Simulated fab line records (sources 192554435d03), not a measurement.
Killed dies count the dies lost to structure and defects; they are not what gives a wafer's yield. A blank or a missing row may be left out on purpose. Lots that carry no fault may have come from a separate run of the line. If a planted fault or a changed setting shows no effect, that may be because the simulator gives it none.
fab line records	flow n5_finfet
[record] lots = 10	wafers = 30	last_day = 19
route steps=1938 shown BEOL_M6@1214 PASSIVATION@1936
lots untouched by any fault: they come from a run of this same line in which no faults occurred
start_h: the number of hours between the record's first day and the start of the first shown wafer of the lot	wait_h: hours elapsed since this lot's preceding step	" same as the row above	L1.1+2: one row covering several wafers at once	- value missing, or start not given	* or withheld: withheld	< > ~ a bound
route shown NAME@n: NAME is a module with steps in the file, n the number in the route of the first one	usual: average and standard deviation across the fault-free wafers	same: alike in all rows	chamber/n: place in a boat	sites: readings site by site	_std_site: their standard deviation	_edge_site: inner sites' mean taken away from outer sites' mean	radius_mm: how far each site lies from the wafer's centre	mask NAME#n: copy n	behind: the most recent tool/chamber to have shaped the wafer	hold: why the lot was held/for how many hours/how that ended	device: names the non-switching transistor (n, p or np)	end of line: tests run on the same wafers once the route is complete	where a step has no rows: the recipe by itself	killed: dies that structure and defects cost at the first sort, which is not the same as the wafer's yield	map: the dies of a wafer, with x for killed, . for not killed, _ for no die there
set.NAME: setting as actually run; set.NAME@STEP: the setting as run at that earlier step	model.NAME: the simulator's own value behind a step, which no gauge read
the route's steps for a sample of lots (tables are steps, rows are wafers)
services: when a tool's chamber went out of use (start_h, in hours from the record's first day, below 0 if earlier), for how many hours, and the reason
[[steps]]
[step N5_BEOL_M6_STRIP_67]
[recipe] chemistry = CF4	resist = SiARC	power_w = 300	bias_power_w = 75	pressure_mtorr = 50	cf4_flow_sccm = 150	rf_frequency_hz = 6e+07
[usual] drypump_motor_current_A = 5.48/0.29	oes_product_au = 0.80/0.09	rf_vpp_V = 271.0/1.8	showerhead_plenum_p_Torr = 1.79/0.063	throttle_valve_pct = 13.48/0.25
lot.wafer	tool	chamber	start_h	wait_h	drypump_motor_current_A	oes_product_au	rf_hours_counter_h	rf_vpp_V	showerhead_plenum_p_Torr	throttle_valve_pct
L904.2	rie_diel-03	3	209.55	0.0	5.44	0.84	62	272.1	1.81	13.48
L904.3	"	2	"	"	4.93	0.90	26	273.8	1.90	13.46
L904.5	"	3	"	"	5.44	0.83	-	271.8	1.81	13.48
L903.3	rie_diel-03	0	212.26	0.0	5.81	0.90	21	271.3	1.82	12.92
L903.4	"	2	"	"	4.93	0.90	28	271.6	1.90	13.47
L903.5	"	0	"	"	5.81	0.90	-	272.1	1.81	12.94
L905.3	rie_diel-03	0	216.08	0.0	5.84	0.89	23	272.7	1.81	12.93
L905.4	"	3	"	"	5.43	0.83	65	272.4	1.81	13.46
L905.6	"	2	"	"	4.94	0.89	-	273.8	1.90	13.45
L909.1	rie_diel-04	2	252.28	0.0	5.40	0.91	24	272.1	1.77	13.18
L909.2	"	1	"	"	5.91	0.70	225	269.1	1.71	13.71
L909.4	"	0	"	"	5.51	0.70	244	271.6	1.77	13.63
L907.3	rie_diel-04	1	257.18	0.0	5.91	0.71	227	269.4	1.71	13.69
L907.4	"	0	"	"	5.52	0.70	246	271.0	1.76	13.61
L907.5	"	0	"	"	5.54	0.70	-	271.7	1.76	13.63
L911.4	rie_diel-01	3	259.54	0.0	5.25	0.84	-	269.6	1.74	13.43
L911.5	"	0	"	"	5.32	0.70	-	271.2	1.83	13.69
L911.6	"	1	"	"	5.64	0.68	-	268.6	1.69	13.70
L912.1	rie_diel-03	1	263.24	0.0	5.84	0.95	8	272.6	1.84	13.38
L912.2	"	3	"	"	5.42	0.80	83	271.6	1.81	13.52
L912.6	"	2	"	"	4.93	0.86	-	274.8	1.89	13.50
L919.1	rie_diel-01	3	329.55	0.0	5.27	0.81	92	269.2	1.73	13.50
L919.2	"	0	"	"	5.31	0.95	7	272.5	1.83	13.15
L919.3	"	1	"	"	5.63	0.93	15	273.9	1.90	13.16
L921.2	rie_diel-01	3	346.00	0.0	5.23	0.80	98	268.0	1.73	13.52
L921.3	"	1	"	"	5.64	0.91	21	274.5	1.90	13.18
L921.4	"	2	"	"	5.78	0.71	242	267.7	1.70	13.88
L923.2	rie_diel-03	0	359.21	0.0	5.82	0.83	65	271.6	1.80	13.05
L923.3	"	3	"	"	5.42	0.77	114	271.4	1.80	13.59
L923.5	"	3	"	"	5.44	0.77	-	272.2	1.80	13.58
[step N5_BEOL_M6_INSPECT_30]
[recipe] mode = adi	inspect_instrument = brightfield
[usual] raw_defect_count = 405/87
lot.wafer	tool	chamber	start_h	wait_h	raw_defect_count
L904.2	defect_inspect-01	-	210.31	0.0	332
L904.3	"	-	"	"	253
L904.5	"	-	"	"	334
L903.3	defect_inspect-01	-	213.95	0.0	452
L903.4	"	-	"	"	498
L903.5	"	-	"	"	425
L905.3	defect_inspect-01	-	216.81	0.0	470
L905.4	"	-	"	"	430
L905.6	"	-	"	"	375
L909.1	defect_inspect-02	-	254.21	0.1	463
L909.2	"	-	"	"	334
L909.4	"	-	"	"	415
L907.3	defect_inspect-01	-	257.98	0.0	404
L907.4	"	-	"	"	355
L907.5	"	-	"	"	459
L911.4	defect_inspect-01	-	261.85	0.0	317
L911.5	"	-	"	"	467
L911.6	"	-	"	"	331
L912.1	defect_inspect-01	-	267.17	0.1	463
L912.2	"	-	"	"	334
L912.6	"	-	"	"	481
L919.1	defect_inspect-01	-	331.53	0.1	660
L919.2	"	-	"	"	465
L919.3	"	-	"	"	439
L921.2	defect_inspect-02	-	348.69	0.0	387
L921.3	"	-	"	"	287
L921.4	"	-	"	"	318
L923.2	defect_inspect-02	-	360.20	0.0	295
L923.3	"	-	"	"	444
L923.5	"	-	"	"	270
[step N5_BEOL_M6_ETCH_66]
[recipe] chemistry = N2/H2	target = SOC	target_depth_a = 800	overetch_a = 160	mask_material = SiARC	temp_c = 40	time_s = 120	ion_energy_ev = 200	pressure_mtorr = 30	source_w = 840	bias_w = 150	n2_flow_sccm = 200	h2_flow_sccm = 200
[usual] bias_w = 149.9/0.42	drypump_motor_current_A = 5.5/0.3	oes_product_au = 0.61/0.069	rf_vpp_V = 524.1/2.6	showerhead_plenum_p_Torr = 2.55/0.088	throttle_valve_pct = 17.73/0.25
lot.wafer	tool	chamber	start_h	wait_h	bias_w	drypump_motor_current_A	oes_product_au	rf_hours_counter_h	rf_vpp_V	showerhead_plenum_p_Torr	throttle_valve_pct
L904.2	rie_diel-04	2	210.43	0.0	149.4	5.4	0.74	6	523.4	2.49	17.21
L904.3	"	0	"	"	150.0	5.5	0.55	228	524.8	2.52	17.96
L904.5	"	3	"	"	149.2	5.2	0.56	-	522.8	2.54	17.93
L903.3	rie_diel-03	2	214.16	0.0	149.8	4.9	0.68	29	529.4	2.71	17.81
L903.4	"	3	"	"	149.3	5.4	0.63	65	524.4	2.58	17.81
L903.5	"	0	"	"	149.9	5.8	0.68	-	526.0	2.60	17.31
L905.3	rie_diel-03	2	216.92	0.0	150.2	5.0	0.68	29	528.9	2.71	17.81
L905.4	"	3	"	"	149.2	5.5	0.63	65	525.4	2.58	17.79
L905.6	"	1	"	"	149.6	5.9	0.51	-	524.9	2.61	18.14
L909.1	rie_diel-04	1	254.33	0.0	149.9	5.9	0.54	226	520.1	2.41	17.78
L909.2	"	2	"	"	149.6	5.4	0.70	24	522.0	2.49	17.23
L909.4	"	0	"	"	149.7	5.5	0.54	244	525.1	2.51	17.96
L907.3	rie_diel-04	2	258.16	0.0	149.8	5.4	0.70	26	521.1	2.48	17.26
L907.4	"	3	"	"	150.4	5.2	0.55	203	524.1	2.54	17.97
L907.5	"	2	"	"	149.3	5.4	0.70	-	521.7	2.48	17.23
L911.4	rie_diel-04	3	261.97	0.0	150.2	5.2	0.55	204	523.9	2.54	18.00
L911.5	"	1	"	"	150.5	5.9	0.54	-	520.2	2.41	17.79
L911.6	"	0	"	"	149.6	5.5	0.53	-	521.6	2.51	17.98
L912.1	rie_diel-03	1	267.28	0.0	149.8	5.8	0.72	9	525.9	2.60	17.75
L912.2	"	3	"	"	150.3	5.4	0.62	85	522.6	2.57	17.82
L912.6	"	0	"	"	150.0	5.8	0.66	-	525.5	2.59	17.35
L919.1	rie_diel-03	0	331.64	0.0	149.8	5.8	0.65	57	523.3	2.59	17.36
L919.2	"	3	"	"	150.4	5.4	0.60	105	525.2	2.56	17.87
L919.3	"	2	"	"	149.8	4.9	0.64	69	526.5	2.69	17.88
L921.2	rie_diel-03	2	348.80	0.0	149.4	4.9	0.63	75	526.9	2.69	17.89
L921.3	"	3	"	"	149.5	5.4	0.60	111	524.0	2.56	17.88
L921.4	"	0	"	"	149.8	5.8	0.64	62	523.7	2.59	17.38
L923.2	rie_diel-01	3	360.33	0.0	149.2	5.2	0.60	103	519.9	2.45	17.59
L923.3	"	0	"	"	150.3	5.4	0.70	18	524.9	2.60	17.52
L923.5	"	2	"	"	149.8	5.8	0.53	-	520.7	2.39	17.96
[step N5_BEOL_M6_TRENCH_ETCH_37]
[recipe] chemistry = C4F6/O2	target_depth_a = 944.35	target = SiCOH_lowk	time_s = 31.5	ion_energy_ev = 250	pressure_mtorr = 30	source_w = 345	bias_w = 185	Ar_flow_sccm = 300	C4F6_flow_sccm = 10	O2_flow_sccm = 10
[usual] bias_w = 185.1/0.57	drypump_motor_current_A = 5.5/0.3	oes_product_au = 0.81/0.098	rf_vpp_V = 656/11	showerhead_plenum_p_Torr = 2.85/0.1	throttle_valve_pct = 20.81/0.25
lot.wafer	tool	chamber	start_h	wait_h	bias_w	drypump_motor_current_A	oes_product_au	rf_hours_counter_h	rf_vpp_V	showerhead_plenum_p_Torr	throttle_valve_pct
L904.2	rie_diel-04	2	210.63	-	185.4	5.4	0.99	6	660	2.79	20.38
L904.3	"	0	"	"	184.9	5.5	0.70	228	649	2.82	20.90
L904.5	"	3	"	"	185.1	5.2	0.73	-	664	2.81	20.78
L903.3	rie_diel-03	2	214.35	-	184.5	4.9	0.91	29	648	3.04	21.02
L903.4	"	3	"	"	185.1	5.4	0.85	65	634	2.86	20.80
L903.5	"	0	"	"	185.9	5.8	0.91	-	665	2.90	20.37
L905.3	rie_diel-03	2	217.11	-	185.1	4.9	0.91	29	650	3.04	21.05
L905.4	"	3	"	"	184.8	5.4	0.84	65	634	2.86	20.81
L905.6	"	1	"	"	184.5	5.9	0.66	-	657	2.94	21.31
L909.1	rie_diel-04	1	254.52	-	186.0	5.9	0.71	226	665	2.72	21.00
L909.2	"	2	"	"	185.5	5.4	0.94	24	659	2.78	20.43
L909.4	"	0	"	"	185.8	5.6	0.69	244	650	2.81	20.94
L907.3	rie_diel-04	2	258.36	-	185.4	5.4	0.93	26	661	2.78	20.40
L907.4	"	3	"	"	185.7	5.2	0.72	203	666	2.81	20.82
L907.5	"	2	"	"	185.3	5.4	0.94	-	661	2.78	20.42
L911.4	rie_diel-04	3	262.16	-	185.4	5.2	0.71	204	662	2.80	20.81
L911.5	"	1	"	"	184.2	5.9	0.70	-	664	2.72	20.98
L911.6	"	0	"	"	184.3	5.5	0.69	-	651	2.81	20.93
L912.1	rie_diel-03	1	267.47	-	185.4	5.8	0.95	9	658	2.94	21.00
L912.2	"	3	"	"	185.2	5.4	0.81	85	635	2.85	20.82
L912.6	"	0	"	"	184.8	5.8	0.86	-	664	2.89	20.39
L919.1	rie_diel-03	0	331.83	-	185.8	5.8	0.85	57	663	2.89	20.43
L919.2	"	3	"	"	160.7	5.4	0.77	105	567	2.84	20.85
L919.3	"	2	"	"	185.4	4.9	0.85	69	650	3.02	21.09
L921.2	rie_diel-03	2	348.99	-	185.4	4.9	0.84	75	650	3.02	21.11
L921.3	"	3	"	"	161.3	5.4	0.76	111	565	2.84	20.85
L921.4	"	0	"	"	184.7	5.9	0.84	62	664	2.89	20.44
L923.2	rie_diel-01	3	360.53	-	184.4	5.2	0.78	103	645	2.73	20.71
L923.3	"	0	"	"	184.5	5.3	0.93	18	663	2.90	20.58
L923.5	"	2	"	"	185.1	5.8	0.70	-	658	2.70	21.12
[step N5_PASSIVATION_PROBE_49]
[usual] defect_limited_yield = 91.3/1.4	killed_at_M0_to_M3 = 33/11	killed_at_M4_up = 15/6.2	killed_at_contacts = 13/6.5	killed_at_front_end = 38/11	killed_at_other = 3.4/2.6	killed_dies = 102/17	killed_on_rim = 13/4.1	killed_open = 67/12	killed_short = 34/7.9	sort_bin_4_leakage = 0.00/0.022	sort_bin_5_function = 5.1/0.88	sort_bin_6_memory = 3.3/0.65	sort_n_pass = 1078/17	sort_yield_pct = 91.3/1.4
[same] gross_dies = 1180	killed_at_back_side = 0	sort_bin_8_speed[%] = 0
lot.wafer	tool	chamber	start_h	wait_h	defect_limited_yield[%]	killed_at_M0_to_M3	killed_at_M4_up	killed_at_contacts	killed_at_front_end	killed_at_other	killed_dies	killed_on_rim	killed_open	killed_short	sort_bin_4_leakage[%]	sort_bin_5_function[%]	sort_bin_6_memory[%]	sort_n_pass	sort_yield_pct[%]
L904.2	prober-02	-	295.00	0.1	88.9	49	14	20	45	3	131	16	90	41	0	7.1	3.5	1049	88.9
L904.3	prober-02	-	295.05	0.1	89.1	43	23	15	43	5	129	14	85	43	0	6.4	4.2	1051	89.1
L904.5	prober-02	-	295.15	0.2	90.2	44	21	20	29	2	116	11	75	39	0	5.4	4.2	1064	90.2
L905.3	prober-02	-	310.72	0.1	88.6	73	15	13	30	3	134	17	84	47	0	6.6	4.3	1046	88.6
L905.4	prober-02	-	310.77	0.2	89.5	53	10	20	38	3	124	16	70	51	0	5.9	4.1	1056	89.5
L905.6	prober-02	-	310.87	0.3	92.6	33	12	8	30	4	87	9	61	25	0	4.2	2.9	1093	92.6
L903.3	prober-02	-	315.83	0.1	92.4	21	14	18	32	5	90	9	57	31	0	4.4	2.9	1090	92.4
L903.4	prober-02	-	315.88	0.2	90.6	54	11	9	31	6	111	12	71	36	0	6.0	3.1	1069	90.6
L903.5	prober-02	-	315.93	0.2	92.2	37	15	7	28	5	92	14	62	28	0	4.6	3.0	1088	92.2
L909.1	prober-02	-	340.37	0.0	89.4	34	26	12	44	9	125	17	85	40	0	6.4	4.0	1055	89.4
L909.2	prober-02	-	340.42	0.1	90.3	39	18	14	39	5	115	17	82	30	0	5.5	4.0	1065	90.3
L909.4	prober-02	-	340.52	0.2	90.1	37	8	14	49	9	117	12	63	51	0	5.9	3.1	1063	90.1
L907.3	prober-01	-	346.12	0.1	90.5	48	11	17	31	5	112	14	73	36	0	5.0	3.8	1068	90.5
L907.4	prober-01	-	346.17	0.2	91.4	36	10	18	29	9	102	11	76	26	0	5.5	3.1	1078	91.4
L907.5	prober-01	-	346.22	0.2	90.9	31	19	24	27	6	107	13	80	26	0	5.1	3.6	1073	90.9
L912.1	prober-02	-	346.66	0.0	91.6	48	15	13	22	1	99	14	66	33	0	4.7	3.2	1081	91.6
L912.2	prober-02	-	346.71	0.1	91.2	40	23	7	32	2	104	14	65	39	0	5.3	3.3	1076	91.2
L912.6	prober-02	-	346.91	0.3	90.3	25	29	16	43	1	114	15	82	32	0	5.3	4.1	1066	90.3
L911.4	prober-02	-	351.51	0.2	93.1	33	10	3	34	1	81	10	48	32	0	3.8	2.7	1099	93.1
L911.5	prober-02	-	351.56	0.2	92.9	29	18	3	32	2	84	10	56	28	0	4.1	3.0	1096	92.9
L911.6	prober-02	-	351.61	0.3	91.0	37	16	8	41	4	106	12	62	43	0	5.3	3.4	1074	91.0
L919.1	prober-02	-	420.13	0.0	89.8	40	22	7	50	1	120	22	75	41	0.08	6.4	3.1	1059	89.7
L919.2	prober-02	-	420.18	0.1	90.3	34	20	9	47	4	114	11	66	46	0	6.1	3.1	1066	90.3
L919.3	prober-02	-	420.23	0.1	90.8	38	27	14	29	0	108	14	68	37	0	5.4	3.4	1072	90.8
L921.2	prober-02	-	434.81	0.8	93.1	31	11	4	25	11	82	8	44	36	0	4.8	1.9	1098	93.1
L921.3	prober-02	-	434.86	0.8	91.6	26	12	16	34	11	99	16	69	28	0	4.7	3.6	1081	91.6
L921.4	prober-02	-	434.91	0.9	91.6	16	17	25	34	7	99	9	64	32	0	5.9	1.7	1081	91.6
L923.2	prober-01	-	455.34	0.1	90.2	29	24	9	51	3	116	18	87	27	0	5.2	4.1	1064	90.2
L923.3	prober-01	-	455.39	0.1	90.8	18	31	15	39	6	109	14	71	36	0	5.8	3.3	1071	90.8
L923.5	prober-01	-	455.49	0.2	91.3	34	20	13	35	1	103	12	71	31	0	4.8	3.7	1077	91.3
// killed by level:class
L904.2 MOL_CONTACT_COAG:geometric_particle:open=14 STI_FIN_REVEAL:geometric_particle:open=13 BEOL_M0_SAQP:geometric_particle:open=11 BEOL_M0_SAQP:geometric_particle:short=11 BEOL_M1:geometric_particle:open=9 BEOL_M2:geometric_particle:open=9 BEOL_M0:geometric_particle:open=6 BEOL_M4:geometric_particle:open=6
L904.3 FIN_SAQP:geometric_particle:short=11 MOL_CONTACT_COAG:geometric_particle:open=11 FIN_SAQP:geometric_particle:open=10 BEOL_M0_SAQP:geometric_particle:open=10 BEOL_M4:geometric_particle:open=9 BEOL_M0_SAQP:geometric_particle:short=9 BEOL_M1:geometric_particle:open=8 STI_FIN_REVEAL:geometric_particle:open=6
L904.5 MOL_CONTACT_COAG:geometric_particle:open=15 BEOL_M0_SAQP:geometric_particle:open=15 BEOL_M0_SAQP:geometric_particle:short=14 BEOL_M4:geometric_particle:open=8 FIN_SAQP:geometric_particle:short=7 BEOL_M3:geometric_particle:open=6 MOL_CONTACT_COAG:geometric_particle:short=5 DUMMY_GATE:geometric_particle:open=4
L905.3 BEOL_M0_SAQP:geometric_particle:open=19 BEOL_M0_SAQP:geometric_particle:short=14 BEOL_M2:geometric_particle:open=12 MOL_CONTACT_COAG:geometric_particle:open=11 BEOL_M1:geometric_particle:open=11 BEOL_M4:geometric_particle:short=7 BEOL_M3:geometric_particle:open=6 BEOL_M4:geometric_particle:open=6
L905.4 MOL_CONTACT_COAG:geometric_particle:open=18 BEOL_M2:geometric_particle:open=13 FIN_SAQP:geometric_particle:short=8 BEOL_M0_SAQP:geometric_particle:short=7 BEOL_M0_SAQP:geometric_particle:open=6 BEOL_M2:geometric_particle:short=6 STI_FIN_REVEAL:geometric_particle:open=5 GATE_CUT:geometric_particle:short=5
L905.6 STI_FIN_REVEAL:geometric_particle:open=12 BEOL_M0_SAQP:geometric_particle:short=9 MOL_CONTACT_COAG:geometric_particle:open=7 BEOL_M0_SAQP:geometric_particle:open=7 BEOL_M2:geometric_particle:open=6 BEOL_M4:geometric_particle:open=5 BEOL_M1:geometric_particle:open=4 FIN_SAQP:geometric_particle:short=3
L903.3 MOL_CONTACT_COAG:geometric_particle:open=14 FIN_SAQP:geometric_particle:open=7 BEOL_M2:geometric_particle:open=6 FIN_SAQP:geometric_particle:short=5 BEOL_M0_SAQP:geometric_particle:short=5 STI_FIN_REVEAL:geometric_particle:short=4 BEOL_M4:geometric_particle:open=4 BEOL_M5:geometric_particle:open=4
L903.4 BEOL_M0_SAQP:geometric_particle:open=15 BEOL_M0_SAQP:geometric_particle:short=13 BEOL_M3:geometric_particle:open=13 MOL_CONTACT_COAG:geometric_particle:open=7 GATE_CUT:geometric_particle:short=6 BEOL_M1:geometric_particle:open=6 FIN_SAQP:geometric_particle:open=5 GATE_CUT:geometric_particle:open=5
L903.5 GATE_CUT:geometric_particle:open=9 BEOL_M0_SAQP:geometric_particle:open=9 BEOL_M0_SAQP:geometric_particle:short=9 BEOL_M2:geometric_particle:open=7 BEOL_M3:geometric_particle:open=6 BEOL_M1:geometric_particle:open=5 BEOL_M4:geometric_particle:open=5 BEOL_M5:geometric_particle:open=5
L909.1 BEOL_M4:geometric_particle:open=15 STI_FIN_REVEAL:geometric_particle:open=11 MOL_CONTACT_COAG:geometric_particle:open=10 FIN_SAQP:geometric_particle:open=9 GATE_CUT:geometric_particle:short=7 BEOL_M0_SAQP:geometric_particle:open=6 BEOL_M0_SAQP:geometric_particle:short=6 BEOL_M0:geometric_particle:open=6
L909.2 MOL_CONTACT_COAG:geometric_particle:open=12 BEOL_M2:geometric_particle:open=12 FIN_SAQP:geometric_particle:open=11 BEOL_M3:geometric_particle:open=11 FIN_SAQP:geometric_particle:short=10 BEOL_M4:geometric_particle:open=8 BEOL_M0_SAQP:geometric_particle:short=6 BEOL_M0_SAQP:geometric_particle:open=6
L909.4 FIN_SAQP:geometric_particle:short=17 FIN_SAQP:geometric_particle:open=13 BEOL_M0_SAQP:geometric_particle:short=9 MOL_CONTACT_COAG:geometric_particle:open=8 BEOL_M3:geometric_particle:open=8 MOL_CONTACT_COAG:geometric_particle:short=6 BEOL_M0_SAQP:geometric_particle:open=6 BEOL_M5:geometric_particle:open=6
L907.3 MOL_CONTACT_COAG:geometric_particle:open=15 BEOL_M2:geometric_particle:open=10 BEOL_M0_SAQP:geometric_particle:open=8 BEOL_M1:geometric_particle:open=8 BEOL_M0_SAQP:geometric_particle:short=7 BEOL_M1:geometric_particle:short=6 BEOL_M4:geometric_particle:open=6 STARTING-WAFER:geometric_particle:short=6
L907.4 MOL_CONTACT_COAG:geometric_particle:open=15 BEOL_M1:geometric_particle:open=11 FIN_SAQP:geometric_particle:open=10 BEOL_M0_SAQP:geometric_particle:open=9 BEOL_M3:geometric_particle:open=6 STI_FIN_REVEAL:geometric_particle:open=5 PASS1_CAP:geometric_particle:short=4 DUMMY_GATE:geometric_particle:open=3
L907.5 MOL_CONTACT_COAG:geometric_particle:open=19 BEOL_M4:geometric_particle:open=11 BEOL_M3:geometric_particle:open=8 STARTING-WAFER:geometric_particle:open=7 BEOL_M2:geometric_particle:open=6 MOL_CONTACT_COAG:geometric_particle:short=5 BEOL_M0_SAQP:geometric_particle:open=5 DUMMY_GATE:geometric_particle:open=4
L912.1 BEOL_M3:geometric_particle:open=12 MOL_CONTACT_COAG:geometric_particle:open=11 BEOL_M1:geometric_particle:open=8 FIN_SAQP:geometric_particle:short=7 BEOL_M1:geometric_particle:short=6 BEOL_M4:geometric_particle:open=6 BEOL_M3:geometric_particle:short=5 FIN_SAQP:geometric_particle:open=4
L912.2 FIN_SAQP:geometric_particle:short=13 BEOL_M4:geometric_particle:open=11 BEOL_M0_SAQP:geometric_particle:open=7 BEOL_M3:geometric_particle:open=7 STI_FIN_REVEAL:geometric_particle:open=6 MOL_CONTACT_COAG:geometric_particle:open=6 BEOL_M0_SAQP:geometric_particle:short=5 BEOL_M2:geometric_particle:open=5
L912.6 BEOL_M4:geometric_particle:open=19 MOL_CONTACT_COAG:geometric_particle:open=15 BEOL_M1:geometric_particle:open=9 FIN_SAQP:geometric_particle:short=8 FIN_SAQP:geometric_particle:open=7 DUMMY_GATE:geometric_particle:open=7 GATE_CUT:geometric_particle:short=6 BEOL_M0_SAQP:geometric_particle:open=5
L911.4 BEOL_M0_SAQP:geometric_particle:open=11 BEOL_M0_SAQP:geometric_particle:short=9 DUMMY_GATE:geometric_particle:open=6 GATE_CUT:geometric_particle:short=5 BEOL_M4:geometric_particle:open=5 FIN_SAQP:geometric_particle:open=4 BEOL_M3:geometric_particle:open=4 FIN_SAQP:geometric_particle:short=3
L911.5 BEOL_M0_SAQP:geometric_particle:open=14 FIN_SAQP:geometric_particle:open=11 FIN_SAQP:geometric_particle:short=8 BEOL_M4:geometric_particle:open=7 BEOL_M0_SAQP:geometric_particle:short=6 BEOL_M5:geometric_particle:open=6 BEOL_M1:geometric_particle:open=3 BEOL_M4:geometric_particle:short=3
L911.6 BEOL_M0_SAQP:geometric_particle:short=11 ILD0:geometric_particle:short=10 BEOL_M4:geometric_particle:open=10 BEOL_M0_SAQP:geometric_particle:open=9 FIN_SAQP:geometric_particle:open=7 MOL_CONTACT_COAG:geometric_particle:open=7 ILD0:geometric_particle:open=4 GATE_CUT:geometric_particle:short=4
L919.1 BEOL_M4:geometric_particle:open=15 GATE_CUT:geometric_particle:short=13 FIN_SAQP:geometric_particle:short=11 BEOL_M0_SAQP:geometric_particle:open=11 BEOL_M2:geometric_particle:open=9 DUMMY_GATE:geometric_particle:open=8 BEOL_M3:geometric_particle:open=7 FIN_SAQP:geometric_particle:open=6
L919.2 FIN_SAQP:geometric_particle:short=17 BEOL_M4:geometric_particle:open=11 BEOL_M3:geometric_particle:open=8 FIN_SAQP:geometric_particle:open=7 BEOL_M0_SAQP:geometric_particle:short=7 MOL_CONTACT_COAG:geometric_particle:open=7 GATE_CUT:geometric_particle:short=6 DUMMY_GATE:geometric_particle:open=6
L919.3 MOL_CONTACT_COAG:geometric_particle:open=12 BEOL_M0_SAQP:geometric_particle:short=11 BEOL_M2:geometric_particle:open=9 BEOL_M0_SAQP:geometric_particle:open=6 FIN_SAQP:geometric_particle:open=5 FIN_SAQP:geometric_particle:short=5 DUMMY_GATE:geometric_particle:open=5 BEOL_M4:geometric_particle:open=5
L921.2 BEOL_M0_SAQP:geometric_particle:short=12 STI_FIN_REVEAL:geometric_particle:open=7 BEOL_M0_SAQP:geometric_particle:open=6 BEOL_M4:geometric_particle:open=6 PASS1_CAP:geometric_particle:short=5 BEOL_M2:geometric_particle:open=5 STARTING-WAFER:geometric_particle:short=5 PASS1_CAP:geometric_particle:open=4
L921.3 MOL_CONTACT_COAG:geometric_particle:open=13 STI_FIN_REVEAL:geometric_particle:open=9 BEOL_M2:geometric_particle:open=9 FIN_SAQP:geometric_particle:short=8 BEOL_M4:geometric_particle:open=6 BEOL_M0_SAQP:geometric_particle:open=6 PASS1_CAP:geometric_particle:open=5 DUMMY_GATE:geometric_particle:open=3
L921.4 MOL_CONTACT_COAG:geometric_particle:open=20 STI_FIN_REVEAL:geometric_particle:open=11 BEOL_M4:geometric_particle:open=7 FIN_SAQP:geometric_particle:short=6 MOL_CONTACT_COAG:geometric_particle:short=5 PASS1_CAP:geometric_particle:short=4 STI_FIN_REVEAL:geometric_particle:short=3 BEOL_M0_SAQP:geometric_particle:open=3
L923.2 BEOL_M4:geometric_particle:open=18 FIN_SAQP:geometric_particle:open=13 BEOL_M2:geometric_particle:open=10 BEOL_M3:geometric_particle:open=9 MOL_CONTACT_COAG:geometric_particle:open=8 FIN_SAQP:geometric_particle:short=4 DUMMY_GATE:geometric_particle:open=4 ILD0:geometric_particle:open=4
L923.3 BEOL_M4:geometric_particle:open=18 MOL_CONTACT_COAG:geometric_particle:open=11 FIN_SAQP:geometric_particle:short=9 BEOL_M2:geometric_particle:open=6 STARTING-WAFER:geometric_particle:open=6 FIN_SAQP:geometric_particle:open=5 STI_FIN_REVEAL:geometric_particle:open=4 DUMMY_GATE:geometric_particle:open=4
L923.5 BEOL_M4:geometric_particle:open=14 STI_FIN_REVEAL:geometric_particle:open=9 BEOL_M2:geometric_particle:open=9 BEOL_M3:geometric_particle:open=9 MOL_CONTACT_COAG:geometric_particle:open=8 FIN_SAQP:geometric_particle:open=5 MOL_CONTACT_COAG:geometric_particle:short=5 BEOL_M0_SAQP:geometric_particle:short=4
[[services]]
tool	chamber	start_h	hours	kind
rie_diel-03	1	218.97	-	clean
rie_diel-03	1	218.97	-	consumable_replace:focus_ring
rie_diel-03	1	218.97	17.2	scheduled_down
rie_diel-03	1	218.97	17.2	vent_cycle
rie_diel-04	1	232.60	8.5	repair
rie_diel-01	3	236.72	4.0	repair
rie_diel-01	1	259.55	-	clean
rie_diel-01	1	259.55	-	consumable_replace:focus_ring
rie_diel-01	1	259.55	-	consumable_replace:showerhead
rie_diel-04	2	262.52	29.1	repair
rie_diel-03	0	285.15	18.7	repair
rie_diel-04	0	291.63	-	clean
rie_diel-04	0	291.63	-	consumable_replace:focus_ring
rie_diel-04	0	291.63	22.6	scheduled_down
rie_diel-04	0	291.63	22.6	vent_cycle
rie_diel-01	0	291.88	-	clean
rie_diel-01	0	291.88	-	consumable_replace:focus_ring
rie_diel-04	1	314.27	-	clean
rie_diel-04	1	314.27	-	consumable_replace:focus_ring
rie_diel-04	1	314.27	-	consumable_replace:showerhead
rie_diel-04	1	314.27	20.2	scheduled_down
rie_diel-04	1	314.27	20.2	vent_cycle
rie_diel-03	2	360.21	3.0	repair
[[key]]
[first_sign] step = N5_BEOL_M6_TRENCH_ETCH_37	reading = bias_w	direction = down	sigmas = 42	usual = *	struck = *
[effect] step = N5_BEOL_M6_TRENCH_ETCH_37	reading = rf_vpp_V	direction = down	sigmas = 8.3	usual = 656	struck = 566
met_at N5_BEOL_M6_TRENCH_ETCH_37
struck_lots L919,L921
struck_wafers L919.2,L921.3
not_acting_at N5_BEOL_M6_STRIP_67,N5_BEOL_M6_INSPECT_30,N5_BEOL_M6_ETCH_66
onset_between 267.47 331.83
[fault] kind = process_parameter_drift	tool = rie_diel-03	chamber = 3	onset_h = 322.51	steps = N5_BEOL_M6_TRENCH_ETCH_37	channel = bias_w	offset = *	shape = step	end_h = 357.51	acts_in = *	stated = *
